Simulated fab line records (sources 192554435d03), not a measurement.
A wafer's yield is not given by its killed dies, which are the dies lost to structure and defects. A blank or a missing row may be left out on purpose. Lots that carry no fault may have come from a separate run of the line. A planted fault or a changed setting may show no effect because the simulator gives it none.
fab line records	flow n5Finfet
[record] lots = 6	wafers = 18	lastDay = 19
route steps=1938 shown BEOL_M4@1048
lots that met no fault: taken from a fault-free run of the same line
startH: hours from the record's opening day to when the first of the lot's shown wafers began	waitH: time in hours since the lot's previous step	" unchanged from the row above	L1.1+2: a row that stands for several wafers	- value missing, or start not given	* or withheld: withheld	< > ~ a bound
route shown NAME@n: names a module that has steps shown in the file, with the first one's number in the route	usual: mean/standard deviation of fault-free wafers	same: alike in all rows	chamber/n: place in a boat	sites: per-site readings	_std_site: their standard deviation	_edge_site: outer sites' mean less inner sites'	radiusMm: how far each site lies from the wafer's centre	mask NAME#n: copy n	behind: the last tool/chamber to shape the wafer	hold: why the lot was held/for how many hours/how that ended	device: names the non-switching transistor (n, p or np)	end of line: tests of these same wafers at the route's end	a step with no rows: only its recipe	killed: count of dies lost to structure and defects at first sort (not the wafer's yield)	map: a wafer's dies, x killed, . not, _ none there
set.NAME: the setting as run; set.NAME@STEP: as run at that earlier step	model.NAME: the simulator's own value behind a step, which no gauge read
lots seen at some steps along the route; tables by step, rows by wafer
services: from which hour (startH, from the record's first day; less than 0 if before it) a tool's chamber was out of use, for how many hours, and why
[[steps]]
[step N5_BEOL_M4_COAT_68]
[recipe] resist = SiARC	tempC = 220	timeS = 60	spinRpm = 1500	resistThkNm = 12
[step N5_BEOL_M4_COAT_76]
[recipe] resist = underlayer	tempC = 205	timeS = 60	spinRpm = 1500	resistThkNm = 5
[step N5_BEOL_M4_COAT_22]
[recipe] resist = CAR-EUV	spinRpm = 1500	resistThkNm = 30
[step N5_BEOL_M4_EBR_24]
[recipe] solvent = PGMEA	ebrWidthMm = 1.5
[step N5_BEOL_M4_SOFTBAKE_23]
[recipe] tempC = 110	timeS = 60	resist = CAR-EUV
[step N5_BEOL_M4_EXPOSE_25]
[recipe] maskId = V3	na = 0.33	sourceShape = quasar	sigmaInner = 0.2	sigmaOuter = 0.8	polarization = unpolarized	defocusNm = 5	doseMj = 63
[step N5_BEOL_M4_PEB_26]
[recipe] pebTempC = 100	pebTimeS = 60	resist = CAR-EUV
[step N5_BEOL_M4_DEVELOP_27]
[recipe] developTimeS = 30	developer = TMAH	resist = CAR-EUV	rinseLiquid = surfactantRinse	dry = airSpin	devTempC = 23
[step N5_BEOL_M4_CD_MEAS_28]
[recipe] targetCdNm = 26.2	landingEnergyEv = 500	detector = seInlens	targetCdYNm = 24.1	polarity = opening
[usual] cdNm = 26.24/0.24
lot.wafer	tool	chamber	startH	waitH	cdNm
L785.1	cdSem-02	0	175.34	-	26.12
L785.3	"	0	"	"	26.08
L785.6	"	0	"	"	26.01
L787.3	cdSem-02	0	183.51	-	25.88
L787.4	"	0	"	"	25.79
L787.5	"	0	"	"	25.96
L800.1	cdSem-03	0	286.15	-	25.60
L800.3	"	0	"	"	26.29
L800.5	"	0	"	"	25.90
L804.2	cdSem-03	0	296.19	-	25.92
L804.3	"	0	"	"	26.67
L804.6	"	0	"	"	26.08
L794.1	cdSem-03	0	305.39	-	25.98
L794.2	"	0	"	"	26.22
L794.6	"	0	"	"	26.42
L805.2	cdSem-01	0	320.31	-	26.54
L805.4	"	0	"	"	26.25
L805.5	"	0	"	"	26.63
[step N5_BEOL_M4_OVL_MEAS_29]
[recipe] pointsPerWafer = 522
[usual] V3_OVL = -0.6/0.69
lot.wafer	tool	chamber	startH	waitH	V3_OVL[nm]
L785.1	overlay-01	0	175.37	0.0	-1.7
L785.3	"	0	"	"	-0.7
L785.6	"	0	"	"	-1.0
L787.3	overlay-02	0	183.55	0.0	-0.5
L787.4	"	0	"	"	0.0
L787.5	"	0	"	"	-1.2
L800.1	overlay-02	0	286.18	0.0	-0.9
L800.3	"	0	"	"	-1.4
L800.5	"	0	"	"	-1.1
L804.2	overlay-01	0	296.23	0.0	-1.0
L804.3	"	0	"	"	-1.4
L804.6	"	0	"	"	-0.8
L794.1	overlay-01	0	305.42	0.0	-0.1
L794.2	"	0	"	"	-1.4
L794.6	"	0	"	"	-0.9
L805.2	overlay-01	0	320.34	0.0	-0.8
L805.4	"	0	"	"	0.1
L805.5	"	0	"	"	-0.3
[step N5_BEOL_M4_INSPECT_30]
[recipe] mode = adi	inspectInstrument = brightfield
[usual] rawDefectCount = 377/86
lot.wafer	tool	chamber	startH	waitH	rawDefectCount
L785.1	defectInspect-01	-	175.43	0.1	361
L785.3	"	-	"	"	404
L785.6	"	-	"	"	279
L787.3	defectInspect-02	-	183.60	0.0	466
L787.4	"	-	"	"	343
L787.5	"	-	"	"	482
L800.1	defectInspect-01	-	286.24	0.1	370
L800.3	"	-	"	"	334
L800.5	"	-	"	"	421
L804.2	defectInspect-02	-	296.28	0.0	332
L804.3	"	-	"	"	347
L804.6	"	-	"	"	397
L794.1	defectInspect-02	-	305.48	0.1	331
L794.2	"	-	"	"	427
L794.6	"	-	"	"	301
L805.2	defectInspect-02	-	320.40	0.0	318
L805.4	"	-	"	"	507
L805.5	"	-	"	"	400
[step N5_BEOL_M4_DESCUM_33]
[recipe] chemistry = O2	timeS = 7	sourcePowerW = 50	biasPowerW = 20	pressureMtorr = 20	rfFrequencyHz = 2.712e+07	tempC = 40	resist = CAR-EUV	o2FlowSccm = 225
[usual] drypumpMotorCurrentA = 5.8/0.44	oesProductAu = 0.80/0.083	rfVppV = 243.5/1.6	showerheadPlenumPTorr = 2.11/0.087	throttleValvePct = 20.42/0.2
lot.wafer	tool	chamber	startH	waitH	drypumpMotorCurrentA	oesProductAu	rfHoursCounterH	rfVppV	showerheadPlenumPTorr	throttleValvePct
L785.1	rieDiel-03	3	176.07	0.6	5.4	0.84	42	245.5	2.22	20.14
L785.3	"	1	"	"	5.9	0.85	53	243.5	2.12	20.59
L785.6	"	2	"	"	5.1	0.70	-	243.7	2.07	20.36
L787.3	rieDiel-02	0	184.36	0.8	6.4	0.73	185	242.2	2.00	20.58
L787.4	"	2	"	"	6.0	0.79	-	244.4	2.19	20.33
L787.5	"	0	"	"	6.4	0.74	-	243.2	2.00	20.58
L800.1	rieDiel-03	1	286.27	0.0	5.9	0.80	100	243.8	2.10	20.67
L800.3	"	3	"	"	5.4	0.79	89	244.9	2.20	20.21
L800.5	"	1	"	"	5.9	0.80	-	244.1	2.10	20.67
L804.2	rieDiel-02	2	296.38	0.1	6.0	0.76	176	244.1	2.18	20.38
L804.3	"	0	"	"	6.4	0.70	230	241.0	1.98	20.64
L804.6	"	1	"	"	6.2	0.84	-	245.7	2.22	20.26
L794.1	rieDiel-03	0	305.51	0.0	5.7	0.95	16	244.0	2.23	20.33
L794.2	"	2	"	"	5.1	0.68	246	242.3	2.05	20.43
L794.6	"	2	"	"	5.1	0.68	-	242.3	2.05	20.45
L805.2	rieDiel-04	2	320.51	0.1	6.3	0.68	245	240.0	1.97	20.93
L805.4	"	0	"	"	6.3	0.88	52	242.3	2.06	20.26
L805.5	"	3	"	"	5.4	0.83	-	241.8	2.03	20.17
[step N5_BEOL_M4_ETCH_77]
[recipe] chemistry = N2/H2	target = underlayer	targetDepthA = 65	maskMaterial = CAR-EUV	timeS = 5.2	ionEnergyEv = 200	pressureMtorr = 30	sourceW = 840	biasW = 150	n2FlowSccm = 200	h2FlowSccm = 200	ends = cleared
[usual] drypumpMotorCurrentA = 5.8/0.44	etchRfOnTimeS = 5.18/0.17	oesProductAu = 0.68/0.073	rfVppV = 525/3.2	showerheadPlenumPTorr = 2.56/0.11	throttleValvePct = 17.88/0.23
lot.wafer	tool	chamber	startH	waitH	drypumpMotorCurrentA	etchRfOnTimeS	oesProductAu	rfHoursCounterH	rfVppV	showerheadPlenumPTorr	throttleValvePct
L785.1	rieDiel-03	3	176.11	0.0	5.4	5.20	0.72	42	529	2.70	17.58
L785.3	"	1	"	"	5.9	5.33	0.72	53	525	2.57	17.86
L785.6	"	2	"	"	5.2	5.40	0.60	-	522	2.54	18.07
L787.3	rieDiel-02	0	184.39	0.0	6.4	5.30	0.61	185	520	2.43	18.08
L787.4	"	2	"	"	6.0	4.86	0.69	-	528	2.65	17.71
L787.5	"	0	"	"	6.4	5.23	0.62	-	524	2.43	18.09
L800.1	rieDiel-03	1	286.31	0.0	5.9	5.34	0.66	100	524	2.55	17.96
L800.3	"	3	"	"	5.4	7.90	0.54	89	528	2.68	17.65
L800.5	"	1	"	"	5.9	5.34	0.67	-	525	2.55	17.95
L804.2	rieDiel-02	2	296.41	0.0	6.0	4.83	0.67	176	527	2.64	17.76
L804.3	"	0	"	"	6.4	5.24	0.58	230	521	2.41	18.15
L804.6	"	1	"	"	6.2	5.10	0.72	-	529	2.70	17.71
L794.1	rieDiel-03	0	305.54	0.0	5.7	5.05	0.82	16	531	2.69	17.67
L794.2	"	2	"	"	5.1	8.34	0.47	246	523	2.52	18.13
L794.6	"	2	"	"	5.1	8.24	0.46	-	523	2.52	18.12
L805.2	rieDiel-04	2	320.54	0.0	6.3	5.19	0.59	245	518	2.39	18.33
L805.4	"	0	"	"	6.3	5.06	0.76	52	522	2.47	17.50
L805.5	"	3	"	"	5.3	4.91	0.71	-	521	2.46	17.47
[step N5_BEOL_M4_ETCH_69]
[recipe] chemistry = CF4	target = SiARC	targetDepthA = 156	maskMaterial = CAR-EUV	timeS = 26	ionEnergyEv = 80	pressureMtorr = 40	sourceW = 545	biasW = 36	Ar_flow_sccm = 100	cf4FlowSccm = 100	ends = cleared
[usual] drypumpMotorCurrentA = 5.8/0.44	etchRfOnTimeS = 26.0/0.88	oesProductAu = 0.68/0.073	rfVppV = 184.3/1.3	showerheadPlenumPTorr = 2.16/0.083	throttleValvePct = 15.64/0.26
lot.wafer	tool	chamber	startH	waitH	drypumpMotorCurrentA	etchRfOnTimeS	oesProductAu	rfHoursCounterH	rfVppV	showerheadPlenumPTorr	throttleValvePct
L785.1	rieDiel-03	3	176.12	0.0	5.4	26.2	0.73	42	184.9	2.25	15.25
L785.3	"	1	"	"	5.9	27.1	0.71	53	183.8	2.19	15.89
L785.6	"	2	"	"	5.1	27.7	0.59	-	184.5	2.12	15.62
L787.3	rieDiel-02	0	184.41	0.0	6.4	26.7	0.61	185	183.2	2.05	15.79
L787.4	"	2	"	"	6.0	24.4	0.69	-	186.0	2.24	15.53
L787.5	"	0	"	"	6.4	26.4	0.61	-	183.1	2.05	15.78
L800.1	rieDiel-03	1	286.32	0.0	5.9	26.7	0.67	100	185.1	2.18	15.97
L800.3	"	3	"	"	5.4	26.1	0.68	89	185.0	2.24	15.37
L800.5	"	1	"	"	5.9	26.8	0.68	-	183.9	2.18	15.98
L804.2	rieDiel-02	2	296.43	0.0	6.0	24.3	0.66	176	185.5	2.23	15.62
L804.3	"	0	"	"	6.4	26.8	0.59	230	181.7	2.04	15.86
L804.6	"	1	"	"	6.2	25.9	0.72	-	184.9	2.26	15.33
L794.1	rieDiel-03	0	305.56	0.0	5.7	24.8	0.83	16	185.3	2.28	15.47
L794.2	"	2	"	"	5.1	27.2	0.57	246	183.7	2.11	15.72
L794.6	"	2	"	"	5.1	27.1	0.57	-	184.1	2.11	15.71
L805.2	rieDiel-04	2	320.56	0.0	6.3	25.9	0.58	245	182.2	2.03	16.17
L805.4	"	0	"	"	6.3	25.5	0.75	52	182.7	2.10	15.38
L805.5	"	3	"	"	5.3	24.7	0.72	-	184.9	2.08	15.32
[step N5_BEOL_M4_RC_MEAS_101]
[usual] DIBL_N = 36.3/1.9	DIBL_P = 36.0/2.1	IOFF_N = 0.16/0.031	IOFF_P = 0.21/0.035	ION_N = 675/14	ION_P = 464/8.5	SS_N = 71.5/0.6	SS_P = 73.3/0.72	VT_N = 250/3.2	VT_P = -250/3.1
lot.wafer	tool	chamber	startH	waitH	DIBL_N[mV/V]	DIBL_P[mV/V]	IOFF_N[nA/um]	IOFF_P[nA/um]	ION_N[uA/um]	ION_P[uA/um]	SS_N[mV/dec]	SS_P[mV/dec]	VT_N[mV]	VT_P[mV]
L785.1	prober-01	0	182.85	0.0	37.0	39.3	0.19	0.24	691	469	71.5	75.0	243	-250
L785.3	"	0	"	"	39.5	42.1	0.25	0.29	700	472	72.5	74.8	242	-249
L785.6	"	0	"	"	35.5	37.8	0.18	0.22	704	483	70.8	73.7	244	-250
L787.3	prober-01	0	192.98	0.3	35.8	36.9	0.16	0.24	680	471	71.8	73.4	251	-249
L787.4	"	0	"	"	33.1	33.2	0.13	0.19	672	468	71.0	72.2	251	-248
L787.5	"	0	"	"	34.9	36.5	0.16	0.25	676	469	70.9	73.0	249	-244
L800.1	prober-02	0	307.55	0.0	38.7	36.1	0.19	0.21	680	463	71.5	73.5	246	-249
L800.3	"	0	"	"	37.7	36.8	0.16	0.23	670	464	71.4	73.8	247	-245
L800.5	"	0	"	"	37.7	36.6	0.16	0.22	670	459	71.6	73.1	249	-250
L804.2	prober-02	0	324.74	0.2	35.5	35.9	0.15	0.22	698	483	71.4	73.2	249	-250
L804.3	"	0	"	"	33.4	33.9	0.11	0.20	652	462	71.5	71.7	255	-248
L804.6	"	0	"	"	34.1	34.3	0.13	0.20	683	478	72.3	72.5	253	-250
L794.1	prober-01	0	326.65	0.0	35.8	34.8	0.16	0.22	689	470	71.8	72.6	247	-246
L794.2	"	0	"	"	35.5	34.5	0.15	0.20	668	456	72.2	72.9	249	-249
L794.6	"	0	"	"	36.1	37.3	0.18	0.26	683	474	71.6	72.8	247	-248
L805.2	prober-01	0	340.83	0.2	36.4	36.4	0.14	0.21	650	452	71.2	72.6	254	-250
L805.4	"	0	"	"	35.2	35.1	0.14	0.19	665	461	71.4	72.9	250	-254
L805.5	"	0	"	"	36.7	37.6	0.17	0.22	663	457	71.0	73.8	252	-250
[[services]]
tool	chamber	startH	hours	kind
rieDiel-02	1	162.01	21.4	repair
rieDiel-02	3	179.16	26.0	repair
rieDiel-04	-	181.13	14.6	pm
rieDiel-03	0	229.05	-	clean
rieDiel-03	0	229.05	-	consumableReplace:focusRing
rieDiel-03	0	229.05	-	consumableReplace:showerhead
rieDiel-03	0	229.05	21.1	scheduledDown
rieDiel-03	0	229.05	21.1	ventCycle
rieDiel-03	-	246.82	1.1	repair
rieDiel-04	0	253.23	8.6	repair
rieDiel-04	-	273.54	1.3	repair
rieDiel-03	2	318.77	-	clean
rieDiel-03	2	318.77	-	consumableReplace:focusRing
rieDiel-03	2	318.77	18.0	scheduledDown
rieDiel-03	2	318.77	18.0	ventCycle
[[key]]
[firstSign] step = N5_BEOL_M4_ETCH_77	reading = etchRfOnTimeS	direction = up	sigmas = 17	usual = *	struck = *
effect none on later readings
metAt N5_BEOL_M4_ETCH_77
struckWafers L794.2,L794.6,L800.3
onsetBetween 176.11 286.31
[fault] kind = processParameterDrift	tool = rieDiel-03	chamber = -	onsetH = 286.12	steps = N5_BEOL_M4_ETCH_77	channel = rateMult	offset = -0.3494	shape = step	endH = 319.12	scope = struckWafersOnly
